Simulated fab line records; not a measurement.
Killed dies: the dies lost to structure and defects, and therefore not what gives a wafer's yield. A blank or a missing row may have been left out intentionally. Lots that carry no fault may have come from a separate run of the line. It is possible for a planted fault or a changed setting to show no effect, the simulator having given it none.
Which tool is to blame? | flow n5-finfet | 24 lots, 72 wafers sampled, at 4 steps of a route of 1938

## WHAT THE GAUGES READ, wafer by wafer
N5_STI_FIN_REVEAL_THK_MEAS_05. Usual: thk-nm 131.8 nm, standard deviation 0.96.
lot  | measured    | on            | thk-nm (nm)       | flag
L074 | day 2 10:18 | film-metro-01 | 132.5 130.8 132.1 |
L075 | day 2 19:50 | film-metro-01 | 133.0 132.2 132.8 |
L076 | day 2 22:56 | film-metro-02 | 132.7 132.1 132.0 |
L077 | day 3 04:21 | film-metro-02 | 131.6 132.2 132.3 |
L078 | day 3 09:16 | film-metro-01 | 132.1 131.4 130.3 |
L079 | day 3 15:35 | film-metro-01 | 131.2 130.6 131.7 |
L080 | day 3 21:02 | film-metro-02 | 130.3 131.2 132.2 |
L081 | day 4 04:29 | film-metro-01 | 129.6 130.7 131.6 |
L082 | day 4 08:45 | film-metro-01 | 132.2 134.3 132.0 |
L083 | day 4 15:37 | film-metro-01 | 131.2 131.6 130.8 |
L084 | day 4 22:55 | film-metro-02 | 130.9 131.9 130.7 |
L085 | day 5 06:30 | film-metro-02 | 131.4 133.0 132.2 |
L086 | day 5 13:18 | film-metro-01 | 130.9 130.4 130.1 |
L087 | day 5 17:31 | film-metro-02 | 131.9 131.8 132.0 |
L088 | day 5 22:07 | film-metro-01 | 133.3 132.0 131.8 |
L089 | day 6 05:27 | film-metro-02 | 131.1 131.0 131.3 |
L090 | day 6 09:48 | film-metro-02 | 130.8 133.1 130.4 |
L091 | day 6 15:47 | film-metro-01 | 132.6 132.0 131.7 |
L092 | day 6 21:56 | film-metro-01 | 131.3 131.3 130.6 |
L093 | day 7 04:07 | film-metro-01 | 131.8 132.0 130.8 |
L094 | day 7 10:22 | film-metro-02 | 132.0 132.1 132.5 |
L095 | day 7 16:31 | film-metro-01 | 131.0 132.2 132.5 |
L096 | day 7 22:11 | film-metro-01 | 131.7 132.7 131.1 |
L097 | day 8 08:44 | film-metro-02 | 132.5 133.7 130.9 |

N5_STI_FIN_REVEAL_CD_MEAS_22: target cd 6.238 nm, pitch 28 nm. Usual: cd-nm 6.16 nm, standard deviation 0.25.
lot  | measured    | on        | cd-nm (nm)     | flag
L074 | day 2 13:32 | cd-sem-03 | 6.61 6.39 6.19 |
L075 | day 2 23:02 | cd-sem-03 | 5.82 6.14 6.10 |
L076 | day 3 02:14 | cd-sem-03 | 5.98 6.32 6.35 |
L077 | day 3 07:56 | cd-sem-01 | 5.89 6.51 6.59 |
L078 | day 3 13:08 | cd-sem-02 | 5.78 6.39 6.40 |
L079 | day 3 18:46 | cd-sem-02 | 6.24 6.07 6.20 |
L080 | day 4 00:14 | cd-sem-03 | 5.79 6.12 6.16 |
L081 | day 4 08:00 | cd-sem-01 | 6.26 6.10 6.19 |
L082 | day 4 12:04 | cd-sem-01 | 5.90 5.94 5.56 |
L083 | day 4 18:47 | cd-sem-01 | 6.15 6.16 5.92 |
L084 | day 5 02:10 | cd-sem-01 | 6.20 5.88 5.87 |
L085 | day 5 11:18 | cd-sem-02 | 6.12 6.47 6.28 |
L086 | day 5 16:29 | cd-sem-03 | 6.43 6.48 6.09 |
L087 | day 5 20:53 | cd-sem-02 | 6.33 6.12 5.64 |
L088 | day 6 01:22 | cd-sem-03 | 6.20 6.22 6.27 |
L089 | day 6 08:41 | cd-sem-02 | 5.75 6.46 6.26 |
L090 | day 6 13:12 | cd-sem-01 | 6.33 5.66 5.93 |
L091 | day 6 19:01 | cd-sem-03 | 6.52 6.32 6.09 |
L092 | day 7 01:07 | cd-sem-03 | 6.63 6.29 6.58 |
L093 | day 7 07:20 | cd-sem-03 | 5.97 5.86 6.55 |
L094 | day 7 13:57 | cd-sem-01 | 5.75 6.49 6.47 |
L095 | day 7 20:14 | cd-sem-01 | 6.17 6.28 6.25 |
L096 | day 8 01:31 | cd-sem-03 | 5.73 5.98 6.02 |
L097 | day 8 12:16 | cd-sem-02 | 6.26 6.48 6.08 |

N5_DUMMY_GATE_CD_MEAS_15 targets a cd of 25.8 nm. Usual: cd-nm 25.07 nm, standard deviation 0.25.
lot  | measured    | on        | cd-nm (nm)        | flag
L074 | day 3 00:52 | cd-sem-03 | 25.23 25.22 24.74 |
L075 | day 3 07:47 | cd-sem-03 | 25.05 25.09 25.29 |
L076 | day 3 10:49 | cd-sem-02 | 25.21 24.77 25.31 |
L077 | day 3 18:21 | cd-sem-03 | 25.63 24.87 25.18 |
L078 | day 3 21:52 | cd-sem-03 | 25.13 24.96 25.18 |
L079 | day 4 03:22 | cd-sem-03 | 25.17 25.29 25.11 |
L080 | day 4 08:50 | cd-sem-02 | 24.85 25.12 25.17 |
L081 | day 4 18:40 | cd-sem-02 | 25.05 25.04 24.69 |
L082 | day 4 20:41 | cd-sem-03 | 24.97 25.05 24.91 |
L083 | day 5 03:43 | cd-sem-01 | 25.00 25.34 25.40 |
L084 | day 5 11:31 | cd-sem-02 | 24.82 24.87 24.97 |
L085 | day 5 19:54 | cd-sem-01 | 25.36 25.29 25.07 |
L086 | day 6 07:20 | cd-sem-01 | 25.02 25.08 25.03 |
L087 | day 6 11:23 | cd-sem-01 | 24.98 25.01 25.17 |
L088 | day 6 12:56 | cd-sem-01 | 24.77 24.77 24.81 |
L089 | day 6 19:18 | cd-sem-01 | 25.20 25.17 25.24 |
L090 | day 6 22:29 | cd-sem-02 | 25.05 24.85 24.60 |
L091 | day 7 05:26 | cd-sem-03 | 25.15 25.00 25.13 |
L092 | day 7 09:49 | cd-sem-03 | 24.84 24.98 24.87 |
L093 | day 7 16:09 | cd-sem-02 | 25.51 24.65 25.39 |
L094 | day 7 22:35 | cd-sem-01 | 25.60 25.20 24.58 |
L095 | day 8 05:56 | cd-sem-02 | 25.12 25.15 25.08 |
L096 | day 8 10:16 | cd-sem-02 | 25.43 24.67 25.00 |
L097 | day 9 00:04 | cd-sem-01 | 24.97 24.90 24.75 |

## WHICH TOOL RAN EACH LOT (tool, then ch and the chambers of the sampled wafers, then the start)
lot  | N5_DUMMY_GATE_ALD_02
L074 | ald-sin-03 ch 0,2,3, day 2 14:33
L075 | ald-sin-02 ch 0,2, day 2 23:25
L076 | ald-sin-01 ch 1,2,3, day 3 02:26
L077 | ald-sin-01 ch 0,2,3, day 3 08:09
L078 | ald-sin-01 ch 0,1,3, day 3 13:23
L079 | ald-sin-03 ch 0,2,3, day 3 18:59
L080 | ald-sin-03 ch 0,1,2, day 4 00:27
L081 | ald-sin-03 ch 0,1,3, day 4 08:13
L082 | ald-sin-01 ch 1,2, day 4 12:16
L083 | ald-sin-02 ch 0,2,3, day 4 19:13
L084 | ald-sin-01 ch 1,3, day 5 02:32
L085 | ald-sin-03 ch 0,2, day 5 11:31
L086 | ald-sin-01 ch 0,2,3, day 5 16:50
L087 | ald-sin-01 ch 0,2,3, day 5 21:07
L088 | ald-sin-01 ch 0,2, day 6 01:41
L089 | ald-sin-01 ch 1,2, day 6 09:37
L090 | ald-sin-02 ch 0,3, day 6 13:59
L091 | ald-sin-02 ch 1,2,3, day 6 19:14
L092 | ald-sin-03 ch 0,1,2, day 7 01:22
L093 | ald-sin-01 ch 0,1, day 7 07:37
L094 | ald-sin-03 ch 0,2,3, day 7 14:13
L095 | ald-sin-03 ch 0,1,2, day 7 21:23
L096 | ald-sin-03 ch 1,3, day 8 01:46
L097 | ald-sin-01 ch 1,3, day 8 13:44
- N5_DUMMY_GATE_ALD_02: deposits SiO2, target thk 2 nm, pulse time 1 s.

## WHAT THE TOOLS THEMSELVES READ (means of the sampled wafers that have a number; where no wafer has one, the mark that the record gives instead)
N5_DUMMY_GATE_ALD_02. Usual: heater-power-w 462 W, standard deviation 44; precursor-pulse-height-rel 0.999, standard deviation 0.02.
lot  | tool       | heater-power-w (W) | precursor-pulse-height-rel | flag
L074 | ald-sin-03 | 458                | 0.996                      |
L075 | ald-sin-02 | 501                | 0.985                      |
L076 | ald-sin-01 | 469                | 1.013                      |
L077 | ald-sin-01 | 491                | 0.999                      |
L078 | ald-sin-01 | 481                | 0.990                      |
L079 | ald-sin-03 | 447                | 0.984                      |
L080 | ald-sin-03 | 449                | 0.976                      |
L081 | ald-sin-03 | 469                | 1.003                      |
L082 | ald-sin-01 | 451                | 0.996                      |
L083 | ald-sin-02 | 477                | 1.025                      |
L084 | ald-sin-01 | 459                | 1.007                      |
L085 | ald-sin-03 | 478                | 0.975                      |
L086 | ald-sin-01 | 493                | 0.982                      |
L087 | ald-sin-01 | 505                | 1.005                      |
L088 | ald-sin-01 | 481                | 1.014                      |
L089 | ald-sin-01 | 467                | 0.990                      |
L090 | ald-sin-02 | 434                | 0.984                      |
L091 | ald-sin-02 | 454                | 1.002                      |
L092 | ald-sin-03 | 435                | 0.993                      |
L093 | ald-sin-01 | 492                | 1.004                      |
L094 | ald-sin-03 | 452                | 1.002                      |
L095 | ald-sin-03 | 436                | 0.986                      |
L096 | ald-sin-03 | 420                | 0.990                      |
L097 | ald-sin-01 | 471                | 1.005                      |

## THE ANSWER, worked out from the rows above alone
Rule: take the mean of a lot's wafers that have a number; if it is more than 3 standard deviations from the usual mean, the lot is off. Also off: a lot with no number at a reading for which 4 or more lots have one. Where the step has rows for the other lots, those lots are counted as sound. First the gauges in route order, then the tools' own readings, where a lot's mean is used as printed above. The first step at which some lot is off is used, and at that step the reading that is off furthest; a lot without a number counts as furthest.
Nothing can be told from this: no lot is off at any reading shown.

## WHAT THE SIMULATOR PUT IN
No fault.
